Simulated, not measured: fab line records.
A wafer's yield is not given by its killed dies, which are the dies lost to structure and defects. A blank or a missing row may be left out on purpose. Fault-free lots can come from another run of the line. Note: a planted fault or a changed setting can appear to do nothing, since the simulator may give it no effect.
The same fault as seen by 2 desks ; flow n5 finfet ; numbers are kept per desk, each desk with only its own; the story behind them comes last

DESK OF THE TOOL OWNER: cvd co-02
The tool's own readings at N5_BEOL_M5_CO_CAP_78 (material Co, precursor CCTBA/H2, target thk 2 nm, time 102.1 s): means of the sampled wafers that have a number, for each lot that ran on this tool. If a lot's mean is further than 4 standard deviations from the usual mean, the lot is out of limits and carries the mark OUT (the distance appears in the brackets).
Columns: A = heater power w at N5_BEOL_M5_CO_CAP_78, usual 242 W; B = run length s at N5_BEOL_M5_CO_CAP_78, usual 125.1 s
lot;first seen here;A;B
L118;day 10 10:25;287;125.0
L127;day 12 20:41;280;154.7 (+56) OUT
L132;day 13 20:45;238;154.2 (+55) OUT
This desk finds L127, L132 out of limits, L127 being first, at day 12 20:41 (run length s at N5_BEOL_M5_CO_CAP_78). L118 stayed within limits.

THE METROLOGY DESK
What the gauges read for every lot (on any tool): the sampled wafers with a number, averaged. If a lot's mean is further than 4 standard deviations from the usual mean, the lot is out of limits and carries the mark OUT (the distance appears in the brackets).
Columns: A = M5_THK at N5_BEOL_M5_THK_MEAS_53, usual 61.7 nm
lot;first seen here;A
L118;day 10 10:20;61.6
L121;day 11 01:27;59.8
L122;day 11 09:17;60.9
L127;day 12 20:37;60.9
L132;day 13 20:41;63.6
L134;day 14 04:10;62.0
Result from this desk: across the 6 lots, nothing is out of limits.

PUT TOGETHER
The tool owner's desk had the chance to raise an alarm at day 12 20:41 on L127, L132.
Nothing out of limits was seen by the metrology desk.
The metrology desk has L127, L132 on record, within its limits.
The lots listed all ran N5_BEOL_M5_CO_CAP_78 on cvd co-02.

WHAT WAS PUT IN BY THE SIMULATOR
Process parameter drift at N5_BEOL_M5_CO_CAP_78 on cvd co-02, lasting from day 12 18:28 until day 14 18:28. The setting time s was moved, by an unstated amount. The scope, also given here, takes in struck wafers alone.
Struck lots among those shown: L127, L132.
Hours from the fault's start to each desk's first reading out of limits: the tool owner's desk, 2.
